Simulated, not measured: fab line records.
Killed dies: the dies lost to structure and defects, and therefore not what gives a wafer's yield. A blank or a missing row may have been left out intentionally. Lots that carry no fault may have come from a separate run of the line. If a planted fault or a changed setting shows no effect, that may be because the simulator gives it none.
fab line records / flow nand_harc
record: lots: 7 wafers: 21 last_day: 33
route steps=1302 shown A_ZERO_WELL@406 A_SOURCE_PLATE@413 END@1302
lots that met no fault: from a run of the same line without faults
start_h: hours from the record's first day to the start of the lot's first wafer shown / wait_h: hours since the lot's step before / " repeats the value in the row above / L1.1+2: one row covering several wafers at once / - either no value or no given start / * or withheld: withheld / < > ~ a bound
route shown NAME@n: NAME is a module with steps in the file, n the number in the route of the first one / usual: mean/standard deviation of fault-free wafers / same: alike in all rows / chamber/n: place in a boat / sites: each site's reading / _std_site: standard deviation across them / _edge_site: outer sites' mean less inner sites' / radius_mm: for every site, how far away it sits from the centre of the wafer / mask NAME#n: copy n / behind: the most recent tool/chamber to have shaped the wafer / hold: cause of the lot's hold/its duration in hours/its outcome / device: whichever transistor did not switch (one of n, p or np) / end of line: tests run on the same wafers once the route is complete / a step without rows: its recipe alone / killed: dies lost to structure and defects at the first sort, not the wafer's yield / map: a wafer's dies, x killed, . not, _ none there
set.NAME: the setting that was run; set.NAME@STEP: the one run at that earlier step / model.NAME: the simulator's own value behind a step, which no gauge read
lots seen at some steps along the route; tables by step, rows by wafer
services: when a tool's chamber went out of use (start_h, in hours from the record's first day, below 0 if earlier), for how many hours, and the reason
== steps ==
step: NHARC_A_ZERO_WELL_STRIP_14
recipe: time_s: 900 temp_c: 130 chemistry: SPM
step: NHARC_A_ZERO_WELL_IMPLANT_15
recipe: energy_kev: 150 dose_cm2: 1e+13 tilt_deg: 7
step: NHARC_A_ZERO_WELL_PRECLEAN_22
recipe: time_s: 60 temp_c: 50 bath_age_min: 0 chemistry: SC1
step: NHARC_A_ZERO_WELL_SRD_23
step: NHARC_A_ZERO_WELL_RTA_16
recipe: temp_c: 1000 time_s: 10
usual: lamp_power_pct: 32.2/0.54 lamp_zone_2_pct: 32.2/0.54 lamp_zone_5_pct: 32.2/0.54 lamp_zone_7_pct: 32.7/0.55 wafer_temp_C_max: 1004.4/1.3
lot.wafer=L940.1 tool=rtp_anneal-02 chamber=0 start_h=248.02 wait_h=0.1 lamp_power_pct=32.5 lamp_zone_2_pct=32.5 lamp_zone_5_pct=32.5 lamp_zone_7_pct=33.1 wafer_temp_C_max=1004.6
lot.wafer=L940.4 tool=rtp_anneal-02 chamber=0 start_h=248.02 wait_h=0.1 lamp_power_pct=32.5 lamp_zone_2_pct=32.5 lamp_zone_5_pct=32.5 lamp_zone_7_pct=33.0 wafer_temp_C_max=1004.3
lot.wafer=L940.6 tool=rtp_anneal-02 chamber=0 start_h=248.02 wait_h=0.1 lamp_power_pct=32.5 lamp_zone_2_pct=32.5 lamp_zone_5_pct=32.5 lamp_zone_7_pct=33.0 wafer_temp_C_max=1004.0
lot.wafer=L941.1 tool=rtp_anneal-01 chamber=0 start_h=258.36 wait_h=- lamp_power_pct=31.2 lamp_zone_2_pct=31.2 lamp_zone_5_pct=31.2 lamp_zone_7_pct=31.7 wafer_temp_C_max=1003.2
lot.wafer=L941.2 tool=rtp_anneal-01 chamber=0 start_h=258.36 wait_h=- lamp_power_pct=31.2 lamp_zone_2_pct=31.2 lamp_zone_5_pct=31.2 lamp_zone_7_pct=31.7 wafer_temp_C_max=1002.2
lot.wafer=L941.3 tool=rtp_anneal-01 chamber=0 start_h=258.36 wait_h=- lamp_power_pct=31.2 lamp_zone_2_pct=31.2 lamp_zone_5_pct=31.1 lamp_zone_7_pct=31.7 wafer_temp_C_max=1002.8
lot.wafer=L942.1 tool=rtp_anneal-02 chamber=0 start_h=286.05 wait_h=- lamp_power_pct=32.5 lamp_zone_2_pct=32.5 lamp_zone_5_pct=32.5 lamp_zone_7_pct=33.0 wafer_temp_C_max=1006.0
lot.wafer=L942.2 tool=rtp_anneal-02 chamber=0 start_h=286.05 wait_h=- lamp_power_pct=32.5 lamp_zone_2_pct=32.5 lamp_zone_5_pct=32.5 lamp_zone_7_pct=33.0 wafer_temp_C_max=1005.3
lot.wafer=L942.5 tool=rtp_anneal-02 chamber=0 start_h=286.05 wait_h=- lamp_power_pct=32.5 lamp_zone_2_pct=32.5 lamp_zone_5_pct=32.5 lamp_zone_7_pct=33.0 wafer_temp_C_max=1005.1
lot.wafer=L943.1 tool=rtp_anneal-01 chamber=0 start_h=286.82 wait_h=- lamp_power_pct=31.2 lamp_zone_2_pct=31.1 lamp_zone_5_pct=31.2 lamp_zone_7_pct=31.7 wafer_temp_C_max=1001.6
lot.wafer=L943.4 tool=rtp_anneal-01 chamber=0 start_h=286.82 wait_h=- lamp_power_pct=31.2 lamp_zone_2_pct=31.2 lamp_zone_5_pct=31.2 lamp_zone_7_pct=31.7 wafer_temp_C_max=1002.8
lot.wafer=L943.5 tool=rtp_anneal-01 chamber=0 start_h=286.82 wait_h=- lamp_power_pct=31.2 lamp_zone_2_pct=31.2 lamp_zone_5_pct=31.1 lamp_zone_7_pct=31.6 wafer_temp_C_max=1003.4
lot.wafer=L944.1 tool=rtp_anneal-02 chamber=0 start_h=288.50 wait_h=- lamp_power_pct=32.5 lamp_zone_2_pct=32.4 lamp_zone_5_pct=32.5 lamp_zone_7_pct=33.0 wafer_temp_C_max=1004.0
lot.wafer=L944.5 tool=rtp_anneal-02 chamber=0 start_h=288.50 wait_h=- lamp_power_pct=32.4 lamp_zone_2_pct=32.4 lamp_zone_5_pct=32.4 lamp_zone_7_pct=33.0 wafer_temp_C_max=1004.4
lot.wafer=L944.6 tool=rtp_anneal-02 chamber=0 start_h=288.50 wait_h=- lamp_power_pct=32.5 lamp_zone_2_pct=32.5 lamp_zone_5_pct=32.4 lamp_zone_7_pct=32.9 wafer_temp_C_max=1004.1
lot.wafer=L951.1 tool=rtp_anneal-02 chamber=0 start_h=358.62 wait_h=- lamp_power_pct=32.5 lamp_zone_2_pct=32.5 lamp_zone_5_pct=32.5 lamp_zone_7_pct=33.0 wafer_temp_C_max=1005.2
lot.wafer=L951.3 tool=rtp_anneal-02 chamber=0 start_h=358.62 wait_h=- lamp_power_pct=32.5 lamp_zone_2_pct=32.5 lamp_zone_5_pct=32.5 lamp_zone_7_pct=33.1 wafer_temp_C_max=1004.6
lot.wafer=L951.6 tool=rtp_anneal-02 chamber=0 start_h=358.62 wait_h=- lamp_power_pct=32.5 lamp_zone_2_pct=32.5 lamp_zone_5_pct=32.5 lamp_zone_7_pct=33.0 wafer_temp_C_max=1005.3
lot.wafer=L952.2 tool=rtp_anneal-02 chamber=0 start_h=367.61 wait_h=- lamp_power_pct=32.5 lamp_zone_2_pct=32.5 lamp_zone_5_pct=32.5 lamp_zone_7_pct=33.0 wafer_temp_C_max=1005.3
lot.wafer=L952.4 tool=rtp_anneal-02 chamber=0 start_h=367.61 wait_h=- lamp_power_pct=32.5 lamp_zone_2_pct=32.5 lamp_zone_5_pct=32.5 lamp_zone_7_pct=33.0 wafer_temp_C_max=1004.5
lot.wafer=L952.6 tool=rtp_anneal-02 chamber=0 start_h=367.61 wait_h=- lamp_power_pct=32.5 lamp_zone_2_pct=32.5 lamp_zone_5_pct=32.5 lamp_zone_7_pct=33.1 wafer_temp_C_max=1004.7
step: NHARC_A_ZERO_WELL_INSPECT_17
usual: raw_defect_count: 12/8
lot.wafer=L940.1 tool=defect_inspect-02 chamber=- start_h=248.22 wait_h=0.2 raw_defect_count=12
lot.wafer=L940.4 tool=defect_inspect-02 chamber=- start_h=248.22 wait_h=0.2 raw_defect_count=10
lot.wafer=L940.6 tool=defect_inspect-02 chamber=- start_h=248.22 wait_h=0.2 raw_defect_count=12
lot.wafer=L941.1 tool=defect_inspect-01 chamber=- start_h=258.56 wait_h=0.2 raw_defect_count=37
lot.wafer=L941.2 tool=defect_inspect-01 chamber=- start_h=258.56 wait_h=0.2 raw_defect_count=14
lot.wafer=L941.3 tool=defect_inspect-01 chamber=- start_h=258.56 wait_h=0.2 raw_defect_count=19
lot.wafer=L942.1 tool=defect_inspect-02 chamber=- start_h=286.24 wait_h=0.2 raw_defect_count=14
lot.wafer=L942.2 tool=defect_inspect-02 chamber=- start_h=286.24 wait_h=0.2 raw_defect_count=6
lot.wafer=L942.5 tool=defect_inspect-02 chamber=- start_h=286.24 wait_h=0.2 raw_defect_count=29
lot.wafer=L943.1 tool=defect_inspect-01 chamber=- start_h=287.01 wait_h=0.2 raw_defect_count=7
lot.wafer=L943.4 tool=defect_inspect-01 chamber=- start_h=287.01 wait_h=0.2 raw_defect_count=3
lot.wafer=L943.5 tool=defect_inspect-01 chamber=- start_h=287.01 wait_h=0.2 raw_defect_count=14
lot.wafer=L944.1 tool=defect_inspect-02 chamber=- start_h=288.70 wait_h=0.2 raw_defect_count=17
lot.wafer=L944.5 tool=defect_inspect-02 chamber=- start_h=288.70 wait_h=0.2 raw_defect_count=16
lot.wafer=L944.6 tool=defect_inspect-02 chamber=- start_h=288.70 wait_h=0.2 raw_defect_count=15
lot.wafer=L951.1 tool=defect_inspect-01 chamber=- start_h=358.82 wait_h=0.2 raw_defect_count=14
lot.wafer=L951.3 tool=defect_inspect-01 chamber=- start_h=358.82 wait_h=0.2 raw_defect_count=9
lot.wafer=L951.6 tool=defect_inspect-01 chamber=- start_h=358.82 wait_h=0.2 raw_defect_count=14
lot.wafer=L952.2 tool=defect_inspect-02 chamber=- start_h=367.78 wait_h=0.1 raw_defect_count=11
lot.wafer=L952.4 tool=defect_inspect-02 chamber=- start_h=367.78 wait_h=0.1 raw_defect_count=8
lot.wafer=L952.6 tool=defect_inspect-02 chamber=- start_h=367.78 wait_h=0.1 raw_defect_count=11
step: NHARC_A_SOURCE_PLATE_PRECLEAN_00
recipe: time_s: 60 chemistry: HF-LAST
step: NHARC_A_SOURCE_PLATE_SRD_01
step: NHARC_A_SOURCE_PLATE_OXIDE_02
recipe: target_thk_a: 100 temp_c: 900 ox_time_s: 1362 material: SiO2
step: NHARC_A_SOURCE_PLATE_THK_MEAS_09
recipe: thk_meas_gauge: ellipsometry
usual: thk_nm: 9.6/0.92
lot.wafer=L940.1 tool=film_metro-02 chamber=- start_h=254.99 wait_h=0.4 thk_nm=8.8
lot.wafer=L940.4 tool=film_metro-02 chamber=- start_h=254.99 wait_h=0.4 thk_nm=11.5
lot.wafer=L940.6 tool=film_metro-02 chamber=- start_h=254.99 wait_h=0.4 thk_nm=10.0
lot.wafer=L941.1 tool=film_metro-02 chamber=- start_h=266.43 wait_h=0.4 thk_nm=9.8
lot.wafer=L941.2 tool=film_metro-02 chamber=- start_h=266.43 wait_h=0.4 thk_nm=9.7
lot.wafer=L941.3 tool=film_metro-02 chamber=- start_h=266.43 wait_h=0.4 thk_nm=9.4
lot.wafer=L942.1 tool=film_metro-02 chamber=- start_h=293.61 wait_h=0.4 thk_nm=10.1
lot.wafer=L942.2 tool=film_metro-02 chamber=- start_h=293.61 wait_h=0.4 thk_nm=10.3
lot.wafer=L942.5 tool=film_metro-02 chamber=- start_h=293.61 wait_h=0.4 thk_nm=10.4
lot.wafer=L943.1 tool=film_metro-02 chamber=- start_h=293.62 wait_h=0.4 thk_nm=9.9
lot.wafer=L943.4 tool=film_metro-02 chamber=- start_h=293.62 wait_h=0.4 thk_nm=8.2
lot.wafer=L943.5 tool=film_metro-02 chamber=- start_h=293.62 wait_h=0.4 thk_nm=9.5
lot.wafer=L944.1 tool=film_metro-01 chamber=- start_h=293.63 wait_h=0.4 thk_nm=7.9
lot.wafer=L944.5 tool=film_metro-01 chamber=- start_h=293.63 wait_h=0.4 thk_nm=10.5
lot.wafer=L944.6 tool=film_metro-01 chamber=- start_h=293.63 wait_h=0.4 thk_nm=9.7
lot.wafer=L951.1 tool=film_metro-01 chamber=- start_h=366.06 wait_h=0.4 thk_nm=9.7
lot.wafer=L951.3 tool=film_metro-01 chamber=- start_h=366.06 wait_h=0.4 thk_nm=9.6
lot.wafer=L951.6 tool=film_metro-01 chamber=- start_h=366.06 wait_h=0.4 thk_nm=10.9
lot.wafer=L952.2 tool=film_metro-01 chamber=- start_h=374.60 wait_h=0.4 thk_nm=8.3
lot.wafer=L952.4 tool=film_metro-01 chamber=- start_h=374.60 wait_h=0.4 thk_nm=10.5
lot.wafer=L952.6 tool=film_metro-01 chamber=- start_h=374.60 wait_h=0.4 thk_nm=9.8
step: NHARC_A_SOURCE_PLATE_PVD_04
recipe: target_thk_a: 500 material: WSi2
step: NHARC_A_SOURCE_PLATE_CVD_03
recipe: target_thk_a: 2000 temp_c: 620 pressure_mtorr: 200 time_s: 4000 material: poly-Si
usual: spike_tc_bottom_C: 638.6/2.9 spike_tc_centre_C: 621.8/1.2 spike_tc_lower_C: 620.9/1.1 spike_tc_top_C: 641.1/2.2 spike_tc_upper_C: 620.1/1.1 zone_power_top_pct: 18.4/0.78
lot.wafer=L940.1 tool=lpcvd_poly-04 chamber=0 start_h=258.40 wait_h=- spike_tc_bottom_C=635.5 spike_tc_centre_C=621.2 spike_tc_lower_C=620.9 spike_tc_top_C=643.1 spike_tc_upper_C=619.1 zone_power_top_pct=17.9
lot.wafer=L940.4 tool=lpcvd_poly-04 chamber=0 start_h=258.40 wait_h=- spike_tc_bottom_C=635.7 spike_tc_centre_C=623.1 spike_tc_lower_C=621.8 spike_tc_top_C=643.3 spike_tc_upper_C=621.5 zone_power_top_pct=17.7
lot.wafer=L940.6 tool=lpcvd_poly-04 chamber=0 start_h=258.40 wait_h=- spike_tc_bottom_C=636.4 spike_tc_centre_C=621.3 spike_tc_lower_C=622.7 spike_tc_top_C=643.2 spike_tc_upper_C=620.3 zone_power_top_pct=17.8
lot.wafer=L941.1 tool=lpcvd_poly-02 chamber=0 start_h=269.20 wait_h=- spike_tc_bottom_C=646.1 spike_tc_centre_C=622.8 spike_tc_lower_C=619.2 spike_tc_top_C=642.1 spike_tc_upper_C=621.2 zone_power_top_pct=19.1
lot.wafer=L941.2 tool=lpcvd_poly-02 chamber=0 start_h=269.20 wait_h=- spike_tc_bottom_C=645.0 spike_tc_centre_C=621.4 spike_tc_lower_C=621.1 spike_tc_top_C=639.4 spike_tc_upper_C=622.7 zone_power_top_pct=19.2
lot.wafer=L941.3 tool=lpcvd_poly-02 chamber=0 start_h=269.20 wait_h=- spike_tc_bottom_C=642.2 spike_tc_centre_C=620.4 spike_tc_lower_C=620.6 spike_tc_top_C=638.5 spike_tc_upper_C=620.9 zone_power_top_pct=19.1
lot.wafer=L942.1 tool=lpcvd_poly-04 chamber=0 start_h=296.09 wait_h=- spike_tc_bottom_C=652.6 spike_tc_centre_C=637.0 spike_tc_lower_C=637.3 spike_tc_top_C=658.3 spike_tc_upper_C=634.4 zone_power_top_pct=18.5
lot.wafer=L942.2 tool=lpcvd_poly-04 chamber=0 start_h=296.09 wait_h=- spike_tc_bottom_C=651.1 spike_tc_centre_C=636.8 spike_tc_lower_C=636.3 spike_tc_top_C=656.1 spike_tc_upper_C=633.7 zone_power_top_pct=18.1
lot.wafer=L942.5 tool=lpcvd_poly-04 chamber=0 start_h=296.09 wait_h=- spike_tc_bottom_C=650.9 spike_tc_centre_C=638.5 spike_tc_lower_C=635.4 spike_tc_top_C=657.1 spike_tc_upper_C=635.1 zone_power_top_pct=18.7
lot.wafer=L943.1 tool=lpcvd_poly-04 chamber=0 start_h=296.09 wait_h=- spike_tc_bottom_C=652.2 spike_tc_centre_C=637.0 spike_tc_lower_C=635.4 spike_tc_top_C=658.1 spike_tc_upper_C=635.3 zone_power_top_pct=18.6
lot.wafer=L943.4 tool=lpcvd_poly-04 chamber=0 start_h=296.09 wait_h=- spike_tc_bottom_C=650.2 spike_tc_centre_C=637.6 spike_tc_lower_C=634.7 spike_tc_top_C=656.9 spike_tc_upper_C=635.5 zone_power_top_pct=18.3
lot.wafer=L943.5 tool=lpcvd_poly-04 chamber=0 start_h=296.09 wait_h=- spike_tc_bottom_C=652.8 spike_tc_centre_C=635.9 spike_tc_lower_C=637.4 spike_tc_top_C=658.5 spike_tc_upper_C=633.9 zone_power_top_pct=18.4
lot.wafer=L944.1 tool=lpcvd_poly-04 chamber=0 start_h=296.09 wait_h=- spike_tc_bottom_C=650.2 spike_tc_centre_C=635.4 spike_tc_lower_C=634.7 spike_tc_top_C=657.2 spike_tc_upper_C=636.6 zone_power_top_pct=18.1
lot.wafer=L944.5 tool=lpcvd_poly-04 chamber=0 start_h=296.09 wait_h=- spike_tc_bottom_C=651.0 spike_tc_centre_C=635.9 spike_tc_lower_C=635.9 spike_tc_top_C=655.6 spike_tc_upper_C=635.2 zone_power_top_pct=18.6
lot.wafer=L944.6 tool=lpcvd_poly-04 chamber=0 start_h=296.09 wait_h=- spike_tc_bottom_C=651.1 spike_tc_centre_C=637.0 spike_tc_lower_C=636.0 spike_tc_top_C=655.2 spike_tc_upper_C=635.6 zone_power_top_pct=18.5
lot.wafer=L951.1 tool=lpcvd_poly-04 chamber=0 start_h=368.55 wait_h=- spike_tc_bottom_C=637.1 spike_tc_centre_C=622.4 spike_tc_lower_C=620.5 spike_tc_top_C=642.2 spike_tc_upper_C=618.7 zone_power_top_pct=17.9
lot.wafer=L951.3 tool=lpcvd_poly-04 chamber=0 start_h=368.55 wait_h=- spike_tc_bottom_C=636.5 spike_tc_centre_C=622.5 spike_tc_lower_C=621.2 spike_tc_top_C=643.7 spike_tc_upper_C=620.9 zone_power_top_pct=18.1
lot.wafer=L951.6 tool=lpcvd_poly-04 chamber=0 start_h=368.55 wait_h=- spike_tc_bottom_C=635.6 spike_tc_centre_C=620.9 spike_tc_lower_C=623.6 spike_tc_top_C=644.9 spike_tc_upper_C=621.3 zone_power_top_pct=17.8
lot.wafer=L952.2 tool=lpcvd_poly-01 chamber=0 start_h=377.17 wait_h=- spike_tc_bottom_C=640.5 spike_tc_centre_C=622.1 spike_tc_lower_C=619.0 spike_tc_top_C=637.0 spike_tc_upper_C=617.9 zone_power_top_pct=19.6
lot.wafer=L952.4 tool=lpcvd_poly-01 chamber=0 start_h=377.17 wait_h=- spike_tc_bottom_C=639.5 spike_tc_centre_C=620.6 spike_tc_lower_C=621.3 spike_tc_top_C=638.2 spike_tc_upper_C=619.8 zone_power_top_pct=19.5
lot.wafer=L952.6 tool=lpcvd_poly-01 chamber=0 start_h=377.17 wait_h=- spike_tc_bottom_C=638.6 spike_tc_centre_C=619.7 spike_tc_lower_C=620.1 spike_tc_top_C=639.8 spike_tc_upper_C=618.2 zone_power_top_pct=19.4
step: NHARC_A_SOURCE_PLATE_ANNEAL_05
recipe: temp_c: 850 time_s: 1800
step: NHARC_A_SOURCE_PLATE_THK_MEAS_06
recipe: thk_meas_gauge: ellipsometry
usual: thk_nm: 199.4/1.9
lot.wafer=L940.1 tool=film_metro-02 chamber=- start_h=272.39 wait_h=0.4 thk_nm=198.2
lot.wafer=L940.4 tool=film_metro-02 chamber=- start_h=272.39 wait_h=0.4 thk_nm=199.2
lot.wafer=L940.6 tool=film_metro-02 chamber=- start_h=272.39 wait_h=0.4 thk_nm=198.4
lot.wafer=L941.1 tool=film_metro-02 chamber=- start_h=279.11 wait_h=0.4 thk_nm=202.9
lot.wafer=L941.2 tool=film_metro-02 chamber=- start_h=279.11 wait_h=0.4 thk_nm=203.0
lot.wafer=L941.3 tool=film_metro-02 chamber=- start_h=279.11 wait_h=0.4 thk_nm=204.7
lot.wafer=L944.1 tool=film_metro-02 chamber=- start_h=306.54 wait_h=0.4 thk_nm=280.2
lot.wafer=L944.5 tool=film_metro-02 chamber=- start_h=306.54 wait_h=0.4 thk_nm=279.1
lot.wafer=L944.6 tool=film_metro-02 chamber=- start_h=306.54 wait_h=0.4 thk_nm=280.6
lot.wafer=L943.1 tool=film_metro-01 chamber=- start_h=306.54 wait_h=0.4 thk_nm=277.1
lot.wafer=L943.4 tool=film_metro-01 chamber=- start_h=306.54 wait_h=0.4 thk_nm=276.5
lot.wafer=L943.5 tool=film_metro-01 chamber=- start_h=306.54 wait_h=0.4 thk_nm=278.4
lot.wafer=L942.1 tool=film_metro-02 chamber=- start_h=306.55 wait_h=0.4 thk_nm=284.0
lot.wafer=L942.2 tool=film_metro-02 chamber=- start_h=306.55 wait_h=0.4 thk_nm=284.0
lot.wafer=L942.5 tool=film_metro-02 chamber=- start_h=306.55 wait_h=0.4 thk_nm=281.0
lot.wafer=L951.1 tool=film_metro-01 chamber=- start_h=378.53 wait_h=0.4 thk_nm=199.6
lot.wafer=L951.3 tool=film_metro-01 chamber=- start_h=378.53 wait_h=0.4 thk_nm=199.6
lot.wafer=L951.6 tool=film_metro-01 chamber=- start_h=378.53 wait_h=0.4 thk_nm=200.1
lot.wafer=L952.2 tool=film_metro-02 chamber=- start_h=389.62 wait_h=0.4 thk_nm=197.6
lot.wafer=L952.4 tool=film_metro-02 chamber=- start_h=389.62 wait_h=0.4 thk_nm=197.7
lot.wafer=L952.6 tool=film_metro-02 chamber=- start_h=389.62 wait_h=0.4 thk_nm=196.2
step: NHARC_END_SORT_01
recipe: temp_c: 25
usual: killed_at_array: 53/20 killed_at_other: 1/1.2 killed_at_periphery: 3.7/2.6 killed_dies: 58/20 killed_open: 3.5/1.8 killed_short: 2.4/1.7
same: gross_dies: 677
lot.wafer=L941.1 tool=prober-01 chamber=0 start_h=676.21 wait_h=2.5 killed_at_array=94 killed_at_other=2 killed_at_periphery=6 killed_dies=102 killed_open=2 killed_short=3
lot.wafer=L941.2 tool=prober-01 chamber=0 start_h=677.00 wait_h=2.8 killed_at_array=71 killed_at_other=2 killed_at_periphery=6 killed_dies=79 killed_open=6 killed_short=4
lot.wafer=L941.3 tool=prober-01 chamber=0 start_h=677.80 wait_h=3.1 killed_at_array=79 killed_at_other=1 killed_at_periphery=4 killed_dies=84 killed_open=0 killed_short=1
lot.wafer=L943.1 tool=prober-01 chamber=0 start_h=696.56 wait_h=2.5 killed_at_array=28 killed_at_other=1 killed_at_periphery=3 killed_dies=32 killed_open=0 killed_short=3
lot.wafer=L943.4 tool=prober-01 chamber=0 start_h=698.95 wait_h=3.4 killed_at_array=40 killed_at_other=0 killed_at_periphery=4 killed_dies=44 killed_open=2 killed_short=2
lot.wafer=L943.5 tool=prober-01 chamber=0 start_h=699.75 wait_h=3.7 killed_at_array=56 killed_at_other=1 killed_at_periphery=1 killed_dies=58 killed_open=4 killed_short=2
lot.wafer=L942.1 tool=prober-01 chamber=0 start_h=704.33 wait_h=2.5 killed_at_array=52 killed_at_other=5 killed_at_periphery=4 killed_dies=61 killed_open=5 killed_short=1
lot.wafer=L942.2 tool=prober-01 chamber=0 start_h=705.14 wait_h=2.8 killed_at_array=64 killed_at_other=2 killed_at_periphery=4 killed_dies=70 killed_open=3 killed_short=3
lot.wafer=L942.5 tool=prober-01 chamber=0 start_h=707.56 wait_h=3.7 killed_at_array=64 killed_at_other=2 killed_at_periphery=5 killed_dies=71 killed_open=6 killed_short=7
lot.wafer=L951.1 tool=prober-02 chamber=0 start_h=791.48 wait_h=2.5 killed_at_array=50 killed_at_other=0 killed_at_periphery=5 killed_dies=55 killed_open=5 killed_short=3
lot.wafer=L951.3 tool=prober-02 chamber=0 start_h=793.08 wait_h=3.1 killed_at_array=52 killed_at_other=0 killed_at_periphery=3 killed_dies=55 killed_open=5 killed_short=1
lot.wafer=L951.6 tool=prober-02 chamber=0 start_h=795.49 wait_h=4.0 killed_at_array=55 killed_at_other=0 killed_at_periphery=2 killed_dies=57 killed_open=2 killed_short=2
killed by level:class
L941.1 A_CHANNEL_HOLE_D1:chamber_film_flake=35 A_SLIT:chamber_film_flake=31 A_BLC:chamber_film_flake=6 A_STAIRCASE:chamber_film_flake=5 A_CONTACT:chamber_film_flake=4 P_BONDPAD:chamber_film_flake=3 A_SGD_CUT:chamber_film_flake=3 A_CHANNEL_HOLE_D2:chamber_film_flake=2
L941.2 A_CHANNEL_HOLE_D1:chamber_film_flake=32 A_SLIT:chamber_film_flake=20 A_CONTACT:chamber_film_flake=4 A_BLC:chamber_film_flake=3 A_CHANNEL_HOLE_D2:chamber_film_flake=2 THIN_TSV:chamber_film_flake=2 P_STI:geometric_particle:open=1 P_GATE:geometric_particle:open=1
L941.3 A_CHANNEL_HOLE_D1:chamber_film_flake=39 A_SLIT:chamber_film_flake=27 A_CONTACT:chamber_film_flake=7 A_BLC:chamber_film_flake=5 P_GATE:chamber_film_flake=2 P_M0:geometric_particle:short=1 P_BONDPAD:chamber_film_flake=1 A_WL_FILL:chamber_film_flake=1
L943.1 A_SLIT:chamber_film_flake=14 A_CONTACT:chamber_film_flake=6 A_CHANNEL_HOLE_D1:chamber_film_flake=3 P_M2:geometric_particle:short=1 A_CHANNEL_FILL_D2:geometric_particle:short=1 A_BLC:geometric_particle:short=1 P_ZERO_WELL:chamber_film_flake=1 P_GATE:chamber_film_flake=1
L943.4 A_SLIT:chamber_film_flake=29 A_CHANNEL_HOLE_D1:chamber_film_flake=3 P_ZERO_WELL:chamber_film_flake=2 A_CONTACT:chamber_film_flake=2 A_BLC:chamber_film_flake=2 P_GATE:geometric_particle:short=1 A_ONON_D2:geometric_particle:open=1 A_SGD_CUT:geometric_particle:short=1
L943.5 A_SLIT:chamber_film_flake=38 A_CONTACT:chamber_film_flake=5 A_CHANNEL_HOLE_D1:chamber_film_flake=3 A_BLC:chamber_film_flake=3 A_WL_FILL:geometric_particle:short=2 A_CHANNEL_FILL_D1:geometric_particle:open=1 A_BLC:geometric_particle:open=1 A_M0:geometric_particle:open=1
L942.1 A_CHANNEL_HOLE_D1:chamber_film_flake=33 A_CHANNEL_HOLE_D2:chamber_film_flake=6 A_SLIT:chamber_film_flake=5 THIN_TSV:chamber_film_flake=5 A_WL_FILL:chamber_film_flake=4 P_CONTACT:geometric_particle:open=1 P_M0:geometric_particle:open=1 P_M2:geometric_particle:open=1
L942.2 A_CHANNEL_HOLE_D1:chamber_film_flake=35 A_CHANNEL_HOLE_D2:chamber_film_flake=18 A_SLIT:chamber_film_flake=4 THIN_TSV:chamber_film_flake=2 P_GATE:geometric_particle:short=1 P_M0:geometric_particle:open=1 A_ONON_D1:geometric_particle:open=1 A_CHANNEL_FILL_D1:geometric_particle:short=1
L942.5 A_CHANNEL_HOLE_D1:chamber_film_flake=34 A_CHANNEL_HOLE_D2:chamber_film_flake=11 A_SLIT:chamber_film_flake=7 A_WL_FILL:geometric_particle:short=3 P_ZERO_WELL:chamber_film_flake=2 P_CONTACT:geometric_particle:open=1 P_CONTACT:geometric_particle:short=1 P_M0:geometric_particle:open=1
L951.1 A_CHANNEL_HOLE_D2:chamber_film_flake=20 A_SLIT:chamber_film_flake=19 P_GATE:chamber_film_flake=5 A_CHANNEL_FILL_D2:geometric_particle:open=2 A_M0:geometric_particle:open=2 A_STAIRCASE:chamber_film_flake=2 A_CHANNEL_FILL_D1:geometric_particle:short=1 A_SGD_CUT:geometric_particle:open=1
L951.3 A_SLIT:chamber_film_flake=21 A_CHANNEL_HOLE_D2:chamber_film_flake=18 A_M1:chamber_film_flake=3 A_CHANNEL_FILL_D1:geometric_particle:open=2 A_ZERO_WELL:chamber_film_flake=2 A_STAIRCASE:chamber_film_flake=2 P_M0:geometric_particle:open=1 P_M2:geometric_particle:open=1
L951.6 A_CHANNEL_HOLE_D2:chamber_film_flake=29 A_SLIT:chamber_film_flake=15 A_ZERO_WELL:chamber_film_flake=3 A_M1:chamber_film_flake=3 A_BLC:geometric_particle:open=2 P_M0:geometric_particle:short=1 A_DECK1_JOINT:geometric_particle:short=1 P_ZERO_WELL:chamber_film_flake=1
== services ==
tool=lpcvd_poly-02 chamber=- start_h=304.92 hours=4.4 kind=repair
tool=rtp_anneal-01 chamber=- start_h=372.01 hours=12.0 kind=pm
== key ==
first_sign: step: NHARC_A_SOURCE_PLATE_CVD_03 reading: spike_tc_upper_C direction: up sigmas: 14 usual: 620.1 struck: 635.1
effect: step: NHARC_A_SOURCE_PLATE_CVD_03 reading: spike_tc_lower_C direction: up sigmas: 13 usual: 620.9 struck: 635.9
effect: step: NHARC_A_SOURCE_PLATE_THK_MEAS_06 reading: thk_nm direction: up sigmas: 42 usual: 199.4 struck: 280.1
met_at NHARC_A_SOURCE_PLATE_CVD_03
struck_wafers L942.1,L942.2,L942.5,L943.1,L943.4,L943.5,L944.1,L944.5,L944.6
tester_left_out L942,L943,L944
onset_between 258.40 296.09
fault: kind: process_parameter_drift tool: lpcvd_poly-04 chamber: - onset_h: 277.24 steps: NHARC_A_SOURCE_PLATE_CVD_03 channel: temp_c offset: * shape: step end_h: 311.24 acts_in: * stated: *
tester_left_out: of these lots the tester's yield and bins aren't shown, on N5 and GAA mostly nor the transistor test; their killed dies are dies lost to structure and defects alone, not to doping, threshold or leakage, so they don't give the yield
